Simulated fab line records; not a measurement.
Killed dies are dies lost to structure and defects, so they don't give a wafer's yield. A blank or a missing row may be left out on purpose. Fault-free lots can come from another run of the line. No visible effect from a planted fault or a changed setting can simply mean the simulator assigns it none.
A struck lot beside a sound one -- flow n5Finfet -- 24 steps out of a route of 1938
Sound: these wafers, L366.3, L366.4, L366.5. Struck: wafer L383.4 (left out: L383.1, a lot-mate that was not struck); the cause follows at the end.
Each step with rows lists, per side, the tool, then ch with its chambers, then its first start. Under that, the readings that differ: sound wafers -- struck wafers -- difference of the means -- sigmas: that difference in standard deviations of wafers without a fault.
alike: readings with means less than 2 such deviations apart, plus words and numbers identical on both sides. not compared: withheld readings, readings lacking a value on some wafer, bounds such as >300 that could conceal the same value, and numbers that have no deviation in the record and whose values overlap.
Wherever a step has rows on one side only, a row that says differs or no value, or a row with sigmas, the two part there. Numbers that have no deviation but don't overlap get no sigmas and don't part them. A reading that every wafer of one side lacks parts them only if that side has two wafers or more.

first, 6 steps without rows for these wafers: N5_FIN_CUT_COAT_02 (resist thk 30 nm); N5_FIN_CUT_EBR_04; N5_FIN_CUT_SOFTBAKE_03 (time 60 s); N5_FIN_CUT_EXPOSE_05 (exposes mask FIN CUT); N5_FIN_CUT_PEB_06 (peb time 60 s); N5_FIN_CUT_DEVELOP_07 (develop time 30 s).
N5_FIN_CUT_CD_MEAS_08 targets a cd of 29.1 nm.
  sound on cdSem-02 ch 0, day 2 09:35; struck on cdSem-02 ch 0, day 6 15:40
  alike: cdNm
N5_FIN_CUT_OVL_MEAS_09:
  sound on overlay-02 ch 0, day 2 09:38; struck on overlay-02 ch 0, day 6 15:41
  alike: FIN_CUT_OVL
N5_FIN_CUT_INSPECT_10: inspects for defects (brightfield).
  struck on defectInspect-02, day 6 15:45; sound on defectInspect-02, day 2 09:41
  alike: rawDefectCount
then, 2 steps without rows for these wafers: N5_FIN_CUT_DESCUM_13 (chemistry O2, time 7 s); N5_FIN_CUT_ETCH_30 (etches underlayer in N2/H2, target depth 13 nm, time 10.4 s).
N5_FIN_CUT_ETCH_20: etches SiARC in CF4, target depth 26 nm, time 43.3 s.
  sound on rieDiel-01 ch 0,3, day 2 09:46; struck on rieDiel-06 ch 1, day 6 15:50
reading,sound,struck,difference,sigmas
showerheadPlenumPTorr (Torr),2.02 2.17 2.17,2.27,+0.15,+2
  alike: chamberPressureMTorr, drypumpMotorCurrentA, etchRfOnTimeS, oesProductAu, rfVppV, throttleValvePct
  not compared: rfHoursCounterH
N5_FIN_CUT_ETCH_21: etches SOC in N2/H2, target depth 219 nm, overetch 43.8 nm, time 523.5 s.
  sound on rieDiel-01 ch 0,3, day 2 09:49; struck on rieDiel-06 ch 1, day 6 15:53
reading,sound,struck,difference,sigmas
chamberPressureMTorr (mTorr),29.977 29.964 29.953,30.017,+0.052,+2
showerheadPlenumPTorr (Torr),2.40 2.57 2.57,2.70,+0.19,+2
model.SiARC_of_FIN_CUT_COAT_19.thkNm (nm),12 11.8 11.8,9.2,-2.7,
model.FIN_CUT.cdOffsetNm (nm),-0.8 0.4 0.4,2.2,+2.2,
  alike: drypumpMotorCurrentA, n2FlowSccm, oesProductAu, rfVppV, throttleValvePct
  not compared: rfHoursCounterH
then, 2 steps without rows for these wafers: N5_FIN_CUT_STRIP_23 (strips in N2/H2); N5_FIN_CUT_STRIP_31 (strips in N2/H2).
N5_FIN_CUT_STRIP_24: strips in CF4.
  sound on rieDiel-01 ch 0,3, day 2 10:08; struck on rieDiel-06 ch 1, day 6 16:12
  alike: biasPowerW, chamberPressureMTorr, drypumpMotorCurrentA, oesProductAu, rfVppV, showerheadPlenumPTorr, throttleValvePct
  not compared: rfHoursCounterH
N5_FIN_CUT_CUT_ETCH_26: etches SiNx in CH3F/O2, target depth 39 nm, time 55.7 s.
  sound on rieDiel-01 ch 0,3, day 2 10:09; struck on rieDiel-06 ch 1, day 6 16:13
reading,sound,struck,difference,sigmas
showerheadPlenumPTorr (Torr),1.87 2.03 2.03,2.12,+0.14,+2
  alike: O2_flow_sccm, chamberPressureMTorr, drypumpMotorCurrentA, oesProductAu, rfVppV, throttleValvePct
  not compared: rfHoursCounterH
then, 1 step without rows for these wafers: N5_FIN_CUT_CUT_ETCH_27 (etches SiO2 in CHF3/O2, target depth 4 nm, overetch 2 nm, time 4.9 s).
N5_FIN_CUT_PRECLEAN_35: cleans in vHF, time 13.3 s.
  sound on vaporEtch-02 ch 0,1, day 2 10:17; struck on vaporEtch-02 ch 0, day 6 16:20
  alike: drypumpMotorCurrentA
then, 1 step without rows for these wafers: N5_FIN_CUT_CUT_ETCH_15 (etches Si in HBr/Cl2/O2, target depth 100 nm, bt time 10 s, time 42.4 s).
N5_FIN_CUT_CUT_ETCH_28: etches Si in HBr/Cl2/O2, target depth 6 nm, time 2.4 s.
  sound on rieSi-03 ch 0,3, day 2 10:24; struck on rieSi-02 ch 3, day 6 16:28
reading,sound,struck,difference,sigmas
drypumpMotorCurrentA (A),6.1 5.8 6.1,4.7,-1.3,-3
model.FIN_CUT.cdOffsetNm (nm),-0.8 0.4 0.4,2.4,+2.4,
  alike: O2_flow_sccm, chamberPressureMTorr, oesProductAu, throttleValvePct
  not compared: rfHoursCounterH
N5_FIN_CUT_STRIP_22: strips in N2/H2.
  sound on rieDiel-06 ch 0,3, day 2 10:35; struck on rieDiel-05 ch 1, day 6 16:32
  alike: biasPowerW, chamberPressureMTorr, drypumpMotorCurrentA, n2FlowSccm, oesProductAu, rfVppV, showerheadPlenumPTorr, throttleValvePct
  not compared: rfHoursCounterH
-- here the record skips 7 days between the struck wafers' starts before and after, leaving off in module FIN_CUT and picking up in module BEOL_M4 (first step shown: number 1111 of the route) --
N5_BEOL_M4_RC_MEAS_101:
  sound on prober-02 ch 0, day 9 03:30; struck on prober-02 ch 0, day 13 09:17
reading,sound,struck,difference,sigmas
ION_N (uA/um),670 661 676,691,+22,+2
VT_N (mV),249 255 248,244,-7,-2
  alike: DIBL_N, DIBL_P, IOFF_N, IOFF_P, ION_P, SS_N, SS_P, VT_P
-- a jump in the record: the struck wafers' starts before and after are 5 days apart (it breaks off in module BEOL_M4 and resumes in module PASSIVATION, where the first step shown is number 1936 of the route) --
N5_PASSIVATION_PROBE_49:
  struck on prober-01, day 18 07:40; sound on prober-01, day 13 20:44
  alike: defectLimitedYield, killed_at_M0_to_M3, killed_at_M4_up, killedAtContacts, killedAtFrontEnd, killedAtOther, killedDies, killedOpen, killedShort, sort_bin_5_function, sort_bin_6_memory, sortNPass, sortYieldPct

## WHERE THEY PART
At N5_FIN_CUT_ETCH_20 first; at N5_BEOL_M4_RC_MEAS_101 last (within this record only). Later steps at which nothing parts them and some readings are alike: N5_PASSIVATION_PROBE_49.

WHY: the cause the simulator had injected
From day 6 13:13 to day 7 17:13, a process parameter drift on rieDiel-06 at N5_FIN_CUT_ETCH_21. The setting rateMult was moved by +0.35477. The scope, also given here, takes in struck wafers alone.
